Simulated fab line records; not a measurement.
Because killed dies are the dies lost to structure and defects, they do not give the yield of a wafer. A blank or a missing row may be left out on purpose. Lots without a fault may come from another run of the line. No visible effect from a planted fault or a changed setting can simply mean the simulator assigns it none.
Struck lot and sound lot, side by side + flow n5Finfet + 36 out of 1938 route steps
Sound: the wafers L595.2, L595.3, L595.5. Struck: wafer L605.5 (left out: L605.2, a lot-mate that was not struck); the cause follows at the end.
Order at every step that has rows: each side's tool, ch and its chambers, its first start. Under that, the readings that differ: sound wafers + struck wafers + difference of the means + sigmas: that difference in standard deviations of wafers without a fault.
alike: readings with means less than 2 such deviations apart, plus words and numbers identical on both sides. not compared: withheld readings, readings lacking a value on some wafer, bounds such as >300 that could conceal the same value, and numbers that have no deviation in the record and whose values overlap.
The two part at a step that has a row with sigmas, a row that says differs or no value, or rows on one side only. Non-overlapping numbers with no deviation appear without sigmas and do not part them. A reading missing from all wafers of one side parts the sides only when that side holds two or more wafers.

first, 9 steps without rows for these wafers: N5_BEOL_M4_ANNEAL_95 (time 240 s); N5_BEOL_M4_SPUTTER_96 (material Cu, target thk 4.5 nm, time 8.29 s); N5_BEOL_M4_ECD_50 (material Cu, target thk 300 nm); N5_BEOL_M4_ANNEAL_51 (time 90 s); N5_BEOL_M4_CMP_52 (polishes, stops on SiOC, t overpolish 6.8 s, target thk 40 nm); N5_BEOL_M4_PRE_CLEAN_60 (time 15 s); N5_BEOL_M4_CO_CAP_55 (material Co, precursor CCTBA/H2, target thk 2 nm, time 102.1 s); N5_BEOL_M4_PRE_CLEAN_56 (time 15 s); N5_BEOL_M4_DEP_57 (deposits SiCN from 3MS/NH3, target thk 8 nm, time 14 s).
N5_BEOL_M4_RC_MEAS_101:
  sound on prober-01 ch 0, day 9 00:02; struck on prober-02 ch 0, day 11 08:01
  alike: DIBL_N, DIBL_P, IOFF_N, IOFF_P, ION_N, ION_P, SS_N, SS_P, VT_N, VT_P
then, 24 steps without rows for these wafers: N5_BEOL_M5_ILD_DEP_00 (deposits SiCOH lowk from DEMS/porogen, target thk 140.64 nm, time 25.9 s); N5_BEOL_M5_CURE_79 (cures SiCOH lowk, time 240 s); N5_BEOL_M5_PECVD_70 (deposits SiO2 from TEOS/O2, target thk 16 nm, time 18 s); N5_BEOL_M5_HM_DEP_02 (deposits TiN, target thk 20 nm); N5_BEOL_M5_COAT_59 (time 60 s, resist thk 60 nm); N5_BEOL_M5_COAT_60 (time 60 s, resist thk 12 nm); N5_BEOL_M5_COAT_71 (time 60 s, resist thk 5 nm); N5_BEOL_M5_COAT_05 (resist thk 30 nm); N5_BEOL_M5_EBR_07; N5_BEOL_M5_SOFTBAKE_06 (time 60 s); N5_BEOL_M5_EXPOSE_08 (exposes mask M5, target cd 28 nm); N5_BEOL_M5_PEB_09 (peb time 60 s); N5_BEOL_M5_DEVELOP_10 (develop time 30 s); N5_BEOL_M5_DESCUM_16 (chemistry O2, time 7 s); N5_BEOL_M5_ETCH_72 (etches underlayer in N2/H2, target depth 6.5 nm, time 5.2 s); N5_BEOL_M5_ETCH_61 (etches SiARC in CF4, target depth 15.6 nm, time 26 s); N5_BEOL_M5_ETCH_62 (etches SOC in N2/H2, target depth 75 nm, overetch 15 nm, time 112.5 s); N5_BEOL_M5_STRIP_63 (strips in N2/H2); N5_BEOL_M5_STRIP_73 (strips in N2/H2); N5_BEOL_M5_STRIP_64 (strips in CF4); N5_BEOL_M5_HM_OPEN_17 (chemistry Cl2/BCl3, target TiN, target depth 20 nm, overetch 6 nm); N5_BEOL_M5_STRIP_19 (strips in O2); N5_BEOL_M5_COAT_65 (time 60 s, resist thk 60 nm); N5_BEOL_M5_COAT_66 (time 60 s, resist thk 12 nm).
-- record jumps: 4 days separate the struck wafers' starts on either side; left off in module BEOL_M5, taken up again in module MIM_TOP_ETCH, whose first shown step is the route's number 1853 --
N5_MIM_TOP_ETCH_PECVD_03: deposits SiNx from SiH4/NH3/N2, target thk 20 nm, time 17.6 s.
  sound on pecvd-02 ch 0,1,2, day 13 11:52; struck on pecvd-02 ch 2, day 15 10:23
| reading                                        | sound        | struck | difference | sigmas |
|------------------------------------------------|--------------|--------|------------|--------|
| model.SiNx_of_MIM_TOP_ETCH_PECVD_03.thkNm (nm) | 20.2 19.6 20 | 27     | +7         |        |
  alike: chamberPressureTorr, heaterPowerW, showerheadPlenumPTorr, throttleValvePct
  not compared: sinceWetCleanH
N5_PASSIVATION_PROBE_49:
  the record has rows for the struck wafers here (prober-01, day 15 23:02) and none for the sound ones

WHERE THEY PART
Only at N5_PASSIVATION_PROBE_49, within this record.

WHY: whatever the simulator had introduced
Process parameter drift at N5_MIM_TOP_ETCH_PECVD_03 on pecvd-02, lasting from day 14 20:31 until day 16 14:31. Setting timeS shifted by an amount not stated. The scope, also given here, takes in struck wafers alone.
